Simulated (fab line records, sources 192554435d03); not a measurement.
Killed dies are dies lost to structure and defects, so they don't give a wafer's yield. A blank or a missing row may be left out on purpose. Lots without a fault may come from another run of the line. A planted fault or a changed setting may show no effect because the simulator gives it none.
Split-lot experiment | flow n5_finfet | 7 lots, 21 wafers read, on a route of 1938 steps

THE SPLIT
At N5_MOL_CONTACT_COAG_VIA_ETCH_117 (etches SiO2 in C4F6/O2, target depth 40 nm, overetch 8 nm, time 26 s), the setting bias_w was moved away from the recipe's 455 W on 7 of the 21 wafers read, by -14.1% to +16.1%. The other wafers ran this setting at the recipe's value.

The reading is taken at the split's own step.

THE READING
rf_vpp_V, in V, at N5_MOL_CONTACT_COAG_VIA_ETCH_117 (etches SiO2 in C4F6/O2, target depth 40 nm, overetch 8 nm, time 26 s). Fault-free wafers of this fab line usually give 1582 V, standard deviation 15 V.

wafer  | tool, chamber at the split | bias_w as run, W | against the recipe | rf_vpp_V, V | against lot-mates on the recipe
L075.2 | rie_diel-02, 2             | 528.1            | +16.1%             | 1758        | +153
L075.3 | rie_diel-02, 3             | 528.1            | +16.1%             | 1793        | +188
L075.5 | rie_diel-02, 3             | 455              | recipe             | 1605        | -
L076.2 | rie_diel-02, 0             | 455              | recipe             | 1563        | -
L076.3 | rie_diel-02, 1             | 455              | recipe             | 1562        | -
L076.6 | rie_diel-02, 0             | 490.1            | +7.7%              | 1650        | +88
L080.2 | rie_diel-06, 3             | 455              | recipe             | 1569        | -
L080.3 | rie_diel-06, 1             | 455              | recipe             | 1589        | -
L080.5 | rie_diel-06, 2             | 455              | recipe             | 1582        | -
L082.3 | rie_diel-06, 2             | 455              | recipe             | 1583        | -
L082.4 | rie_diel-06, 0             | 455              | recipe             | 1578        | -
L082.6 | rie_diel-06, 2             | 455              | recipe             | 1583        | -
L085.2 | rie_diel-02, 1             | 428.4            | -5.8%              | 1490        | -100
L085.3 | rie_diel-02, 3             | 455              | recipe             | 1606        | -
L085.4 | rie_diel-02, 2             | 455              | recipe             | 1573        | -
L086.1 | rie_diel-06, 0             | 390.9            | -14.1%             | 1408        | -162
L086.4 | rie_diel-06, 2             | 390.9            | -14.1%             | 1414        | -156
L086.5 | rie_diel-06, 3             | 455              | recipe             | 1570        | -
L096.1 | rie_diel-04, 2             | 455              | recipe             | 1583        | -
L096.4 | rie_diel-04, 0             | 517.6            | +13.8%             | 1768        | +176
L096.6 | rie_diel-04, 3             | 455              | recipe             | 1601        | -

THE FIT
A straight line over all 21 wafers: rf_vpp_V changes by +12.3 V for each +1% of bias_w; r = +0.99; the points scatter about the line by 16 V.
The same after taking each lot's own level away (the mean of its wafers on the recipe; 21 wafers): +11.4 V for each +1%; r = +0.99; scatter 13 V.
On that fit, the largest move of bias_w shifts the reading by 1.8e+02 V.
The lots' own levels span 1562.5 to 1605.0 V, that is 2.8 times the standard deviation above.
So the lot-to-lot level changes the slope little: the two slopes agree.
Check: with one of the wafers moved furthest among these (+16.1%) left out of the fit, the line predicts +191 V for it against its lot-mates. It came out at +153 V against them.
Tool readings at the split's step, against how far the setting was moved: rf_vpp_V r = +0.99.

OTHER SPLITS ON THESE WAFERS
These wafers also went through other splits before the reading. Each is held against what the fit with the lots' levels taken away leaves over:
other split on the same wafers               | wafers away from the commonest value | r with rf_vpp_V (lot level and that fit taken away)
N5_SDB_COAT_05 spin_rpm                      | 7                                    | -0.12
N5_HKMG_FIN_COAT_42 spin_rpm                 | 7                                    | +0.16
N5_HKMG_FIN_ETCH_35 source_w                 | 8                                    | -0.29
N5_HKMG_FIN_ETCH_86 target_depth_a           | 11                                   | -0.01
N5_MOL_CONTACT_COAG_ETCH_105 bias_w          | 8                                    | +0.18
N5_MOL_CONTACT_COAG_CONTACT_ETCH_14 source_w | 7                                    | -0.21
N5_MOL_CONTACT_COAG_EXPOSE_81 dose_mj        | 8                                    | -0.14
N5_MOL_CONTACT_COAG_ETCH_67 source_w         | 9                                    | +0.49

THE FILE'S OWN FIT
rf_vpp_V changes by +11.7 V for each +1% of bias_w, r = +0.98.
